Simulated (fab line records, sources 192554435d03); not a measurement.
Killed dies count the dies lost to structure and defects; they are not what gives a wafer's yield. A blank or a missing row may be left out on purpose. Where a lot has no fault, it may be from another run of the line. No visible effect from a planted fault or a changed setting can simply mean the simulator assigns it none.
fab line records :: flow n5-finfet
record
  lots=4
  wafers=12
  last-day=16
route steps=1938 shown MOL_CONTACT_COAG@529 BEOL_M4@1111 PASSIVATION@1936
lots untouched by any fault: they come from a run of this same line in which no faults occurred
start-h: hours from the record's first day to the start of the lot's first wafer shown :: wait-h: time in hours since the lot's previous step :: " identical to the entry in the row above :: L1.1+2: one row covering several wafers at once :: - no value present, or no start provided :: * or withheld: withheld :: < > ~ a bound
route shown NAME@n: names a module that has steps shown in the file, with the first one's number in the route :: usual: mean/standard deviation of fault-free wafers :: same: alike in all rows :: chamber/n: place in a boat :: sites: the reading at each site :: _std_site: the standard deviation of these :: _edge_site: the outer-site mean with the inner-site mean subtracted :: radius-mm: how far each site lies from the wafer's centre :: mask NAME#n: copy n :: behind: tool/chamber where the wafer was last shaped :: hold: why the lot went on hold/how many hours it stayed there/how the hold came to an end :: device: whichever transistor did not switch (one of n, p or np) :: end of line: tests of these same wafers at the route's end :: a step given without rows: its recipe and nothing more :: killed: the dies lost at the first sort to structure and to defects; this is not the yield of the wafer :: map: a wafer's dies, marking killed ones x, the rest . and places with no die _
set.NAME: the setting the step ran with; set.NAME@STEP: the setting that earlier step ran with :: model.NAME: the simulator's own value behind a step, which no gauge read
a table for each step, a row for each wafer; lots at some steps of the route
services: when a tool's chamber went out of use (start-h, in hours from the record's first day, below 0 if earlier), for how many hours, and the reason
## steps
# step N5_MOL_CONTACT_COAG_DESCUM_13
# recipe
  chemistry=O2
  time-s=7
  source-power-w=50
  bias-power-w=20
  pressure-mtorr=20
  rf-frequency-hz=2.712e+07
  temp-c=40
  resist=CAR-EUV
  o2-flow-sccm=225
# step N5_MOL_CONTACT_COAG_ETCH_59
# recipe
  chemistry=N2/H2
  target=underlayer
  target-depth-a=130
  mask-material=CAR-EUV
  time-s=10.4
  ion-energy-ev=200
  pressure-mtorr=30
  source-w=840
  bias-w=150
  n2-flow-sccm=200
  h2-flow-sccm=200
  ends=cleared
# step N5_MOL_CONTACT_COAG_ETCH_105
# recipe
  chemistry=CF4
  target=SiARC
  target-depth-a=156
  mask-material=CAR-EUV
  time-s=26
  ion-energy-ev=80
  pressure-mtorr=40
  source-w=545
  bias-w=36
  Ar_flow_sccm=100
  cf4-flow-sccm=100
  ends=cleared
# step N5_MOL_CONTACT_COAG_ETCH_106
# recipe
  chemistry=N2/H2
  target=SOC
  target-depth-a=800
  overetch-a=160
  mask-material=SiARC
  temp-c=40
  time-s=120
  ion-energy-ev=200
  pressure-mtorr=30
  source-w=840
  bias-w=150
  n2-flow-sccm=200
  h2-flow-sccm=200
# step N5_MOL_CONTACT_COAG_STRIP_107
# recipe
  chemistry=N2/H2
  temp-c=40
  n2-flow-sccm=200
  h2-flow-sccm=200
  rf-frequency-hz=6e+07
# step N5_MOL_CONTACT_COAG_STRIP_108
# recipe
  chemistry=N2/H2
  temp-c=40
  n2-flow-sccm=200
  h2-flow-sccm=200
  rf-frequency-hz=6e+07
# step N5_MOL_CONTACT_COAG_CONTACT_ETCH_14
# recipe
  chemistry=C4F6/O2
  target=SiO2
  target-depth-a=275
  overetch-a=85
  mask-material=SOC
  pressure-mtorr=30
  source-w=370
  bias-w=185
  Ar_flow_sccm=300
  C4F6_flow_sccm=16
  O2_flow_sccm=10
  time-s=20
  ion-energy-ev=259.6
# step N5_MOL_CONTACT_COAG_STRIP_109
# recipe
  chemistry=C4F6/O2
  resist=SiARC
  rf-frequency-hz=6e+07
# step N5_MOL_CONTACT_COAG_ETCH_15
# recipe
  chemistry=CH3F/O2
  target=SiNx
  target-depth-a=70
  mask-material=SOC
  stop-on=Si:P
  over-etch-frac=0.75
  ion-energy-ev=120
  pressure-mtorr=30
  source-w=395
  bias-w=73
  Ar_flow_sccm=150
  CH3F_flow_sccm=30
  O2_flow_sccm=20
# step N5_MOL_CONTACT_COAG_ETCH_110
# recipe
  chemistry=CF4/O2
  target=Si
  target-depth-a=25
  time-s=8
  pressure-mtorr=100
  source-w=200
  bias-w=12
  ion-energy-ev=60
  Ar_flow_sccm=100
  cf4-flow-sccm=100
  O2_flow_sccm=10
# usual
  cf4-flow-sccm=99.98/0.27
  drypump-motor-current-A=5.8/0.59
  oes_f_703_au=0.78/0.071
  oes_o_777_au=0.78/0.071
  oes-product-au=0.77/0.075
  rf-fwd-power-W=198.2/0.84
  rf-vpp-V=126.4/2.3
  showerhead-plenum-p-Torr=2.20/0.061
  throttle-valve-pct=10.75/0.23
lot.wafer: L519.2
tool: rie-diel-01
chamber: 2
start-h: 106.30
wait-h: 0.0
cf4-flow-sccm: 100.01
drypump-motor-current-A: 6.7
oes_f_703_au: 0.77
oes_o_777_au: 0.79
oes-product-au: 0.79
rf-fwd-power-W: 198.2
rf-hours-counter-h: 140
rf-vpp-V: 127.2
showerhead-plenum-p-Torr: 2.23
throttle-valve-pct: 10.70
model.etch.depth-nm: 2.509

lot.wafer: L519.4
tool: rie-diel-01
chamber: 3
start-h: 106.30
wait-h: 0.0
cf4-flow-sccm: 100.03
drypump-motor-current-A: 5.9
oes_f_703_au: 0.72
oes_o_777_au: 0.71
oes-product-au: 0.71
rf-fwd-power-W: 199.1
rf-hours-counter-h: 229
rf-vpp-V: 125.3
showerhead-plenum-p-Torr: 2.28
throttle-valve-pct: 10.93
model.etch.depth-nm: 2.531

lot.wafer: L519.5
tool: rie-diel-01
chamber: 2
start-h: 106.30
wait-h: 0.0
cf4-flow-sccm: 100.35
drypump-motor-current-A: 6.7
oes_f_703_au: 0.77
oes_o_777_au: 0.79
oes-product-au: 0.78
rf-fwd-power-W: 198.6
rf-hours-counter-h: -
rf-vpp-V: 129.6
showerhead-plenum-p-Torr: 2.23
throttle-valve-pct: 10.70
model.etch.depth-nm: 2.508

lot.wafer: L524.1
tool: rie-diel-01
chamber: 1
start-h: 141.85
wait-h: 0.0
cf4-flow-sccm: 99.76
drypump-motor-current-A: 5.3
oes_f_703_au: 1.04
oes_o_777_au: 0.92
oes-product-au: 0.85
rf-fwd-power-W: 245.9
rf-hours-counter-h: 159
rf-vpp-V: 112.8
showerhead-plenum-p-Torr: 2.21
throttle-valve-pct: 10.96
model.etch.depth-nm: 3.025

lot.wafer: L524.3
tool: rie-diel-01
chamber: 2
start-h: 141.85
wait-h: 0.0
cf4-flow-sccm: 99.98
drypump-motor-current-A: 6.7
oes_f_703_au: 1.04
oes_o_777_au: 0.95
oes-product-au: 0.88
rf-fwd-power-W: 246.4
rf-hours-counter-h: 152
rf-vpp-V: 112.3
showerhead-plenum-p-Torr: 2.23
throttle-valve-pct: 10.74
model.etch.depth-nm: 3.036

lot.wafer: L524.4
tool: rie-diel-01
chamber: 3
start-h: 141.85
wait-h: 0.0
cf4-flow-sccm: 100.13
drypump-motor-current-A: 5.9
oes_f_703_au: 0.98
oes_o_777_au: 0.86
oes-product-au: 0.80
rf-fwd-power-W: 246.7
rf-hours-counter-h: 243
rf-vpp-V: 110.8
showerhead-plenum-p-Torr: 2.27
throttle-valve-pct: 10.97
model.etch.depth-nm: 3.084

lot.wafer: L528.1
tool: rie-diel-01
chamber: 3
start-h: 161.02
wait-h: 0.0
cf4-flow-sccm: 100.28
drypump-motor-current-A: 5.9
oes_f_703_au: 0.97
oes_o_777_au: 0.85
oes-product-au: 0.78
rf-fwd-power-W: 245.8
rf-hours-counter-h: 251
rf-vpp-V: 110.2
showerhead-plenum-p-Torr: 2.27
throttle-valve-pct: 10.99
model.etch.depth-nm: 3.043

lot.wafer: L528.2
tool: rie-diel-01
chamber: 2
start-h: 161.02
wait-h: 0.0
cf4-flow-sccm: 99.89
drypump-motor-current-A: 6.7
oes_f_703_au: 1.03
oes_o_777_au: 0.94
oes-product-au: 0.86
rf-fwd-power-W: 245.8
rf-hours-counter-h: 160
rf-vpp-V: 113.4
showerhead-plenum-p-Torr: 2.23
throttle-valve-pct: 10.75
model.etch.depth-nm: 2.978

lot.wafer: L528.4
tool: rie-diel-01
chamber: 2
start-h: 161.02
wait-h: 0.0
cf4-flow-sccm: 100.07
drypump-motor-current-A: 6.7
oes_f_703_au: 1.03
oes_o_777_au: 0.94
oes-product-au: 0.86
rf-fwd-power-W: 245.8
rf-hours-counter-h: -
rf-vpp-V: 112.5
showerhead-plenum-p-Torr: 2.23
throttle-valve-pct: 10.75
model.etch.depth-nm: 2.966

lot.wafer: L534.1
tool: rie-diel-06
chamber: 0
start-h: 195.15
wait-h: 0.0
cf4-flow-sccm: 99.87
drypump-motor-current-A: 6.4
oes_f_703_au: 0.75
oes_o_777_au: 0.75
oes-product-au: 0.73
rf-fwd-power-W: 197.3
rf-hours-counter-h: 167
rf-vpp-V: 123.3
showerhead-plenum-p-Torr: 2.14
throttle-valve-pct: 10.96
model.etch.depth-nm: 2.449

lot.wafer: L534.3
tool: rie-diel-06
chamber: 2
start-h: 195.15
wait-h: 0.0
cf4-flow-sccm: 99.34
drypump-motor-current-A: 5.2
oes_f_703_au: 0.81
oes_o_777_au: 0.80
oes-product-au: 0.83
rf-fwd-power-W: 198.1
rf-hours-counter-h: 72
rf-vpp-V: 130.2
showerhead-plenum-p-Torr: 2.16
throttle-valve-pct: 10.40
model.etch.depth-nm: 2.485

lot.wafer: L534.6
tool: rie-diel-06
chamber: 2
start-h: 195.15
wait-h: 0.0
cf4-flow-sccm: 100.11
drypump-motor-current-A: 5.3
oes_f_703_au: 0.81
oes_o_777_au: 0.80
oes-product-au: 0.82
rf-fwd-power-W: 198.0
rf-hours-counter-h: -
rf-vpp-V: 129.2
showerhead-plenum-p-Torr: 2.16
throttle-valve-pct: 10.39
model.etch.depth-nm: 2.47
# step N5_MOL_CONTACT_COAG_STRIP_98
# recipe
  chemistry=N2/H2
  power-w=500
  temp-c=40
  pressure-mtorr=50
  rf-frequency-hz=6e+07
  overash-fraction=0.3
  bias-power-w=8
  h2-frac=0.5
  n2-flow-sccm=300
  h2-flow-sccm=300
# step N5_BEOL_M4_RC_MEAS_101
# usual
  DIBL_N=36.5/2
  DIBL_P=36.5/2.3
  IOFF_N=0.16/0.036
  IOFF_P=0.21/0.037
  ION_N=672/12
  ION_P=459/7.1
  SS_N=71.6/0.73
  SS_P=73.4/0.76
  VT_N=250/3.3
  VT_P=-250.5/2.9
lot.wafer: L519.2
tool: prober-02
chamber: 0
start-h: 189.71
wait-h: 0.2
DIBL_N[mV/V]: 34.5
DIBL_P[mV/V]: 35.7
IOFF_N[nA/um]: 0.14
IOFF_P[nA/um]: 0.19
ION_N[uA/um]: 671
ION_P[uA/um]: 462
SS_N[mV/dec]: 71.2
SS_P[mV/dec]: 72.8
VT_N[mV]: 248
VT_P[mV]: -252.2

lot.wafer: L519.4
tool: prober-02
chamber: 0
start-h: 189.71
wait-h: 0.2
DIBL_N[mV/V]: 37.3
DIBL_P[mV/V]: 37.8
IOFF_N[nA/um]: 0.19
IOFF_P[nA/um]: 0.23
ION_N[uA/um]: 679
ION_P[uA/um]: 462
SS_N[mV/dec]: 71.5
SS_P[mV/dec]: 73.9
VT_N[mV]: 247
VT_P[mV]: -248.4

lot.wafer: L519.5
tool: prober-02
chamber: 0
start-h: 189.71
wait-h: 0.2
DIBL_N[mV/V]: 36.9
DIBL_P[mV/V]: 37.8
IOFF_N[nA/um]: 0.18
IOFF_P[nA/um]: 0.22
ION_N[uA/um]: 683
ION_P[uA/um]: 468
SS_N[mV/dec]: 71.5
SS_P[mV/dec]: 74.7
VT_N[mV]: 247
VT_P[mV]: -248.9

lot.wafer: L524.1
tool: prober-01
chamber: 0
start-h: 226.88
wait-h: 0.0
DIBL_N[mV/V]: 35.7
DIBL_P[mV/V]: 34.9
IOFF_N[nA/um]: 0.14
IOFF_P[nA/um]: 0.17
ION_N[uA/um]: 662
ION_P[uA/um]: 450
SS_N[mV/dec]: 70.6
SS_P[mV/dec]: 73.3
VT_N[mV]: 253
VT_P[mV]: -253.6

lot.wafer: L524.3
tool: prober-01
chamber: 0
start-h: 226.88
wait-h: 0.0
DIBL_N[mV/V]: 35.6
DIBL_P[mV/V]: 35.4
IOFF_N[nA/um]: 0.13
IOFF_P[nA/um]: 0.17
ION_N[uA/um]: 657
ION_P[uA/um]: 450
SS_N[mV/dec]: 70.5
SS_P[mV/dec]: 73.1
VT_N[mV]: 253
VT_P[mV]: -255.1

lot.wafer: L524.4
tool: prober-01
chamber: 0
start-h: 226.88
wait-h: 0.0
DIBL_N[mV/V]: 38.8
DIBL_P[mV/V]: 37.9
IOFF_N[nA/um]: 0.21
IOFF_P[nA/um]: 0.23
ION_N[uA/um]: 683
ION_P[uA/um]: 464
SS_N[mV/dec]: 72.0
SS_P[mV/dec]: 74.3
VT_N[mV]: 246
VT_P[mV]: -250.7

lot.wafer: L528.1
tool: prober-01
chamber: 0
start-h: 257.15
wait-h: 0.0
DIBL_N[mV/V]: 37.4
DIBL_P[mV/V]: 36.3
IOFF_N[nA/um]: 0.18
IOFF_P[nA/um]: 0.23
ION_N[uA/um]: 684
ION_P[uA/um]: 461
SS_N[mV/dec]: 72.3
SS_P[mV/dec]: 74.2
VT_N[mV]: 246
VT_P[mV]: -249.6

lot.wafer: L528.2
tool: prober-01
chamber: 0
start-h: 257.15
wait-h: 0.0
DIBL_N[mV/V]: 38.4
DIBL_P[mV/V]: 36.7
IOFF_N[nA/um]: 0.20
IOFF_P[nA/um]: 0.25
ION_N[uA/um]: 697
ION_P[uA/um]: 465
SS_N[mV/dec]: 72.4
SS_P[mV/dec]: 73.6
VT_N[mV]: 245
VT_P[mV]: -247.9

lot.wafer: L528.4
tool: prober-01
chamber: 0
start-h: 257.15
wait-h: 0.0
DIBL_N[mV/V]: 38.3
DIBL_P[mV/V]: 37.7
IOFF_N[nA/um]: 0.20
IOFF_P[nA/um]: 0.28
ION_N[uA/um]: 694
ION_P[uA/um]: 470
SS_N[mV/dec]: 72.4
SS_P[mV/dec]: 74.3
VT_N[mV]: 246
VT_P[mV]: -247.0

lot.wafer: L534.1
tool: prober-02
chamber: 0
start-h: 274.13
wait-h: 0.0
DIBL_N[mV/V]: 34.9
DIBL_P[mV/V]: 33.7
IOFF_N[nA/um]: 0.13
IOFF_P[nA/um]: 0.20
ION_N[uA/um]: 664
ION_P[uA/um]: 466
SS_N[mV/dec]: 71.1
SS_P[mV/dec]: 72.7
VT_N[mV]: 253
VT_P[mV]: -248.9

lot.wafer: L534.3
tool: prober-02
chamber: 0
start-h: 274.13
wait-h: 0.0
DIBL_N[mV/V]: 37.1
DIBL_P[mV/V]: 35.2
IOFF_N[nA/um]: 0.15
IOFF_P[nA/um]: 0.22
ION_N[uA/um]: 654
ION_P[uA/um]: 449
SS_N[mV/dec]: 71.9
SS_P[mV/dec]: 72.9
VT_N[mV]: 255
VT_P[mV]: -250.1

lot.wafer: L534.6
tool: prober-02
chamber: 0
start-h: 274.13
wait-h: 0.0
DIBL_N[mV/V]: 36.9
DIBL_P[mV/V]: 36.0
IOFF_N[nA/um]: 0.16
IOFF_P[nA/um]: 0.24
ION_N[uA/um]: 681
ION_P[uA/um]: 473
SS_N[mV/dec]: 71.1
SS_P[mV/dec]: 73.3
VT_N[mV]: 250
VT_P[mV]: -245.5
# step N5_PASSIVATION_PROBE_49
# usual
  defect-limited-yield=91.4/1.4
  killed_at_M0_to_M3=33/11
  killed_at_M4_up=13/5.3
  killed-at-contacts=13/6.1
  killed-at-front-end=40/11
  killed-at-other=2.9/2.7
  killed-dies=102/17
  killed-open=68/13
  killed-short=32/7.5
  sort_bin_5_function=5.1/0.98
  sort_bin_6_memory=3.2/0.69
  sort-n-pass=1077/21
  sort-yield-pct=91.3/1.7
# same
  gross-dies=1180
  killed-at-back-side=0
  sort_bin_4_leakage[%]=0
  sort_bin_8_speed[%]=0
lot.wafer: L519.2
tool: prober-02
chamber: -
start-h: 321.72
wait-h: 0.1
defect-limited-yield[%]: 91.4
killed_at_M0_to_M3: 32
killed_at_M4_up: 18
killed-at-contacts: 10
killed-at-front-end: 38
killed-at-other: 3
killed-dies: 101
killed-open: 71
killed-short: 27
sort_bin_5_function[%]: 4.9
sort_bin_6_memory[%]: 3.2
sort-n-pass: 1079
sort-yield-pct[%]: 91.4

lot.wafer: L519.4
tool: prober-02
chamber: -
start-h: 321.82
wait-h: 0.2
defect-limited-yield[%]: 89.9
killed_at_M0_to_M3: 34
killed_at_M4_up: 14
killed-at-contacts: 14
killed-at-front-end: 52
killed-at-other: 5
killed-dies: 119
killed-open: 82
killed-short: 35
sort_bin_5_function[%]: 5.3
sort_bin_6_memory[%]: 4.2
sort-n-pass: 1061
sort-yield-pct[%]: 89.9

lot.wafer: L519.5
tool: prober-02
chamber: -
start-h: 321.87
wait-h: 0.2
defect-limited-yield[%]: 90.3
killed_at_M0_to_M3: 36
killed_at_M4_up: 9
killed-at-contacts: 16
killed-at-front-end: 51
killed-at-other: 3
killed-dies: 115
killed-open: 84
killed-short: 29
sort_bin_5_function[%]: 6.5
sort_bin_6_memory[%]: 2.9
sort-n-pass: 1065
sort-yield-pct[%]: 90.3

lot.wafer: L524.1
tool: prober-02
chamber: -
start-h: 350.59
wait-h: 0.0
defect-limited-yield[%]: 91.0
killed_at_M0_to_M3: 33
killed_at_M4_up: 15
killed-at-contacts: 15
killed-at-front-end: 41
killed-at-other: 2
killed-dies: 106
killed-open: 73
killed-short: 32
sort_bin_5_function[%]: 5.4
sort_bin_6_memory[%]: 3.4
sort-n-pass: 1074
sort-yield-pct[%]: 91.0

lot.wafer: L524.3
tool: prober-02
chamber: -
start-h: 350.69
wait-h: 0.1
defect-limited-yield[%]: 89.4
killed_at_M0_to_M3: 56
killed_at_M4_up: 12
killed-at-contacts: 13
killed-at-front-end: 44
killed-at-other: 0
killed-dies: 125
killed-open: 71
killed-short: 49
sort_bin_5_function[%]: 6.7
sort_bin_6_memory[%]: 3.3
sort-n-pass: 1055
sort-yield-pct[%]: 89.4

lot.wafer: L524.4
tool: prober-02
chamber: -
start-h: 350.74
wait-h: 0.2
defect-limited-yield[%]: 90.4
killed_at_M0_to_M3: 47
killed_at_M4_up: 8
killed-at-contacts: 11
killed-at-front-end: 42
killed-at-other: 5
killed-dies: 113
killed-open: 75
killed-short: 38
sort_bin_5_function[%]: 5.7
sort_bin_6_memory[%]: 3.5
sort-n-pass: 1067
sort-yield-pct[%]: 90.4

lot.wafer: L534.1
tool: prober-02
chamber: -
start-h: 395.48
wait-h: 0.0
defect-limited-yield[%]: 88.9
killed_at_M0_to_M3: 33
killed_at_M4_up: 15
killed-at-contacts: 23
killed-at-front-end: 59
killed-at-other: 1
killed-dies: 131
killed-open: 77
killed-short: 53
sort_bin_5_function[%]: 7.0
sort_bin_6_memory[%]: 3.7
sort-n-pass: 1049
sort-yield-pct[%]: 88.9

lot.wafer: L534.3
tool: prober-02
chamber: -
start-h: 395.58
wait-h: 0.1
defect-limited-yield[%]: 92.5
killed_at_M0_to_M3: 13
killed_at_M4_up: 15
killed-at-contacts: 9
killed-at-front-end: 51
killed-at-other: 1
killed-dies: 89
killed-open: 54
killed-short: 31
sort_bin_5_function[%]: 4.8
sort_bin_6_memory[%]: 2.5
sort-n-pass: 1091
sort-yield-pct[%]: 92.5

lot.wafer: L534.6
tool: prober-02
chamber: -
start-h: 395.73
wait-h: 0.3
defect-limited-yield[%]: 90.8
killed_at_M0_to_M3: 21
killed_at_M4_up: 10
killed-at-contacts: 21
killed-at-front-end: 56
killed-at-other: 0
killed-dies: 108
killed-open: 64
killed-short: 41
sort_bin_5_function[%]: 4.7
sort_bin_6_memory[%]: 4.0
sort-n-pass: 1072
sort-yield-pct[%]: 90.8
# killed by level:class
L519.2 STI_FIN_REVEAL:geometric-particle:open=12 MOL_CONTACT_COAG:geometric-particle:open=9 BEOL_M0:geometric-particle:open=8 BEOL_M8:geometric-particle:open=8 STARTING-WAFER:geometric-particle:short=6 FIN_SAQP:geometric-particle:open=5 GATE_CUT:geometric-particle:short=5 BEOL_M0_SAQP:geometric-particle:short=5
L519.4 FIN_SAQP:geometric-particle:open=15 MOL_CONTACT_COAG:geometric-particle:open=13 FIN_SAQP:geometric-particle:short=11 STI_FIN_REVEAL:geometric-particle:open=11 BEOL_M1:geometric-particle:open=8 BEOL_M2:geometric-particle:open=7 GATE_CUT:geometric-particle:short=6 BEOL_M4:geometric-particle:open=6
L519.5 FIN_SAQP:geometric-particle:open=15 MOL_CONTACT_COAG:geometric-particle:open=13 STI_FIN_REVEAL:geometric-particle:open=12 BEOL_M2:geometric-particle:open=12 FIN_SAQP:geometric-particle:short=7 BEOL_M0:geometric-particle:open=5 BEOL_M1:geometric-particle:open=5 GATE_CUT:geometric-particle:open=4
L524.1 STI_FIN_REVEAL:geometric-particle:open=13 BEOL_M1:geometric-particle:open=11 MOL_CONTACT_COAG:geometric-particle:open=10 BEOL_M4:geometric-particle:open=10 BEOL_M3:geometric-particle:open=8 FIN_SAQP:geometric-particle:short=6 FIN_SAQP:geometric-particle:open=5 GATE_CUT:geometric-particle:short=5
L524.3 STI_FIN_REVEAL:geometric-particle:open=13 BEOL_M0_SAQP:geometric-particle:short=11 MOL_CONTACT_COAG:geometric-particle:open=10 BEOL_M3:geometric-particle:open=10 BEOL_M2:geometric-particle:open=8 BEOL_M1:geometric-particle:open=7 FIN_SAQP:geometric-particle:open=6 BEOL_M4:geometric-particle:open=6
L524.4 BEOL_M1:geometric-particle:open=18 STI_FIN_REVEAL:geometric-particle:open=14 FIN_SAQP:geometric-particle:short=12 BEOL_M0_SAQP:geometric-particle:short=8 BEOL_M3:geometric-particle:open=8 MOL_CONTACT_COAG:geometric-particle:open=7 BEOL_M0_SAQP:geometric-particle:open=7 FIN_SAQP:geometric-particle:open=5
L534.1 FIN_SAQP:geometric-particle:short=15 MOL_CONTACT_COAG:geometric-particle:open=13 BEOL_M0_SAQP:geometric-particle:short=11 GATE_CUT:geometric-particle:short=10 MOL_CONTACT_COAG:geometric-particle:short=9 BEOL_M4:geometric-particle:open=9 BEOL_M0_SAQP:geometric-particle:open=8 BEOL_M3:geometric-particle:open=8
L534.3 STI_FIN_REVEAL:geometric-particle:open=11 BEOL_M4:geometric-particle:open=9 FIN_SAQP:geometric-particle:open=8 GATE_CUT:geometric-particle:short=6 FIN_SAQP:geometric-particle:short=5 STARTING-WAFER:geometric-particle:short=5 MOL_CONTACT_COAG:geometric-particle:open=5 STI_FIN_REVEAL:geometric-particle:short=4
L534.6 STI_FIN_REVEAL:geometric-particle:open=18 FIN_SAQP:geometric-particle:short=15 MOL_CONTACT_COAG:geometric-particle:open=13 FIN_SAQP:geometric-particle:open=8 MOL_CONTACT_COAG:geometric-particle:short=7 BEOL_M1:geometric-particle:open=7 BEOL_M3:geometric-particle:open=5 BEOL_M4:geometric-particle:open=5
## services
tool: rie-diel-06
chamber: 2
start-h: 128.59
hours: 2.3
kind: repair

tool: rie-diel-01
chamber: 0
start-h: 153.21
hours: -
kind: clean

tool: rie-diel-01
chamber: 0
start-h: 153.21
hours: -
kind: consumable-replace:focus-ring

tool: rie-diel-01
chamber: 0
start-h: 153.21
hours: -
kind: consumable-replace:showerhead

tool: rie-diel-01
chamber: 0
start-h: 153.21
hours: 21.3
kind: scheduled-down

tool: rie-diel-01
chamber: 0
start-h: 153.21
hours: 21.3
kind: vent-cycle

tool: rie-diel-06
chamber: 1
start-h: 173.05
hours: -
kind: clean

tool: rie-diel-06
chamber: 1
start-h: 173.05
hours: -
kind: consumable-replace:focus-ring

tool: rie-diel-06
chamber: 1
start-h: 173.05
hours: 16.4
kind: scheduled-down

tool: rie-diel-06
chamber: 1
start-h: 173.05
hours: 16.4
kind: vent-cycle

tool: rie-diel-06
chamber: 0
start-h: 176.57
hours: 2.9
kind: repair

tool: rie-diel-01
chamber: 3
start-h: 183.44
hours: 7.2
kind: repair

tool: rie-diel-01
chamber: 3
start-h: 190.78
hours: -
kind: clean

tool: rie-diel-01
chamber: 3
start-h: 190.78
hours: -
kind: consumable-replace:esc

tool: rie-diel-01
chamber: 3
start-h: 190.78
hours: -
kind: consumable-replace:focus-ring

tool: rie-diel-01
chamber: 3
start-h: 190.78
hours: 31.4
kind: scheduled-down

tool: rie-diel-01
chamber: 3
start-h: 190.78
hours: 31.4
kind: vent-cycle
## key
first-sign
  step=N5_MOL_CONTACT_COAG_ETCH_110
  reading=rf-fwd-power-W
  direction=up
  sigmas=57
  usual=*
  struck=*
effect
  step=N5_MOL_CONTACT_COAG_ETCH_110
  reading=rf-vpp-V
  direction=down
  sigmas=6.2
  usual=126.4
  struck=112.0
model-effect
  step=N5_MOL_CONTACT_COAG_ETCH_110
  value=etch.depth-nm
  without=2.514
  struck=3.022
met-at N5_MOL_CONTACT_COAG_ETCH_110
struck-wafers L524.1,L524.3,L524.4,L528.1,L528.2,L528.4
onset-between 106.30 141.85
fault
  kind=process-parameter-drift
  tool=rie-diel-01
  chamber=-
  onset-h=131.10
  steps=N5_MOL_CONTACT_COAG_ETCH_110
  channel=source-w
  offset=48
  shape=step
  end-h=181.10
  acts-in=these-recipes-only
  stated=200
